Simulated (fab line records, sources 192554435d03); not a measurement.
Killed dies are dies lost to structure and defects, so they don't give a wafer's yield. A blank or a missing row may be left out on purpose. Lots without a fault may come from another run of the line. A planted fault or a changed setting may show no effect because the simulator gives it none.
Chamber matching | flow n5_finfet | N5_BEOL_M8_DEP_56 on pecvd-01: 3 sister chambers
The step deposits SiCN from 3MS/NH3, target thk 10 nm, time 17.5 s. 3 wafers are shown with their chamber, then 7 later ones without.

WAFERS WITH THEIR CHAMBER
wafer  | chamber | throttle_valve_pct (%)
L089.6 | 2       | 8.9
L090.2 | 0       | 8.0
L090.4 | 1       | 8.9

WAFERS WITHOUT THEIR CHAMBER
wafer  | throttle_valve_pct (%)
L090.6 | 8.4
L094.1 | 8.4
L094.2 | 9.1
L094.6 | 9.2
L095.1 | 9.0
L095.3 | 8.4
L095.5 | 9.0

WHICH CHAMBER EACH WENT THROUGH
wafer  | from the rows above          | in truth
L090.6 | can't be placed: 0 or 1 or 2 | 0
L094.1 | can't be placed: 0 or 1 or 2 | 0
L094.2 | can't be placed: 1 or 2      | 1
L094.6 | can't be placed: 1 or 2      | 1
L095.1 | can't be placed: 1 or 2      | 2
L095.3 | can't be placed: 0 or 1 or 2 | 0
L095.5 | can't be placed: 1 or 2      | 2
Placed correctly: 0 of 7. Can't be placed from these rows: 7 (the true chamber is among the candidates in 7). Placed wrongly: 0.
How it was worked out, from the rows above alone: a wafer's distance from a chamber is the root of the sum, over the readings, of the square of ((its reading less the chamber's mean) divided by the reading's scatter). The wafer belongs to the nearest chamber; if the next one is less than 2 further off, it can't be placed. A chamber's mean is the mean of its shown wafers. The scatter: with one shown wafer a chamber, the root of the mean of the squares of how far each hidden wafer lies from its nearest shown one.
